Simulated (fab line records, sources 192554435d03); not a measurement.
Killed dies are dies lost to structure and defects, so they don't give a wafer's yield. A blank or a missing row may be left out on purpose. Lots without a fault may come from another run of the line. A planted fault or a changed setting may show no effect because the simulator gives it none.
Chamber matching | flow n5_finfet | N5_BEOL_M9_STRIP_36 on rie_diel-01: 4 sister chambers
The step strips in N2/H2. 4 wafers are shown with their chamber, then 9 later ones without.

WAFERS WITH THEIR CHAMBER
wafer  | chamber | throttle_valve_pct (%)
L084.4 | 2       | 23.22
L089.2 | 0       | 23.99
L089.3 | 3       | 23.50
L089.5 | 1       | 23.76

WAFERS WITHOUT THEIR CHAMBER
wafer  | throttle_valve_pct (%)
L093.1 | 23.76
L093.3 | 24.03
L093.5 | 23.23
L095.2 | 23.23
L095.4 | 24.03
L095.5 | 23.25
L096.3 | 23.23
L096.4 | 24.00
L096.5 | 23.78

WHICH CHAMBER EACH WENT THROUGH
wafer  | from the rows above | in truth
L093.1 | 1                   | 1
L093.3 | 0                   | 0
L093.5 | 2                   | 2
L095.2 | 2                   | 2
L095.4 | 0                   | 0
L095.5 | 2                   | 2
L096.3 | 2                   | 2
L096.4 | 0                   | 0
L096.5 | 1                   | 1
Placed correctly: 9 of 9. Can't be placed from these rows: 0. Placed wrongly: 0.
How it was worked out, from the rows above alone: a wafer's distance from a chamber is the root of the sum, over the readings, of the square of ((its reading less the chamber's mean) divided by the reading's scatter). The wafer belongs to the nearest chamber; if the next one is less than 2 further off, it can't be placed. A chamber's mean is the mean of its shown wafers. The scatter: with one shown wafer a chamber, the root of the mean of the squares of how far each hidden wafer lies from its nearest shown one.
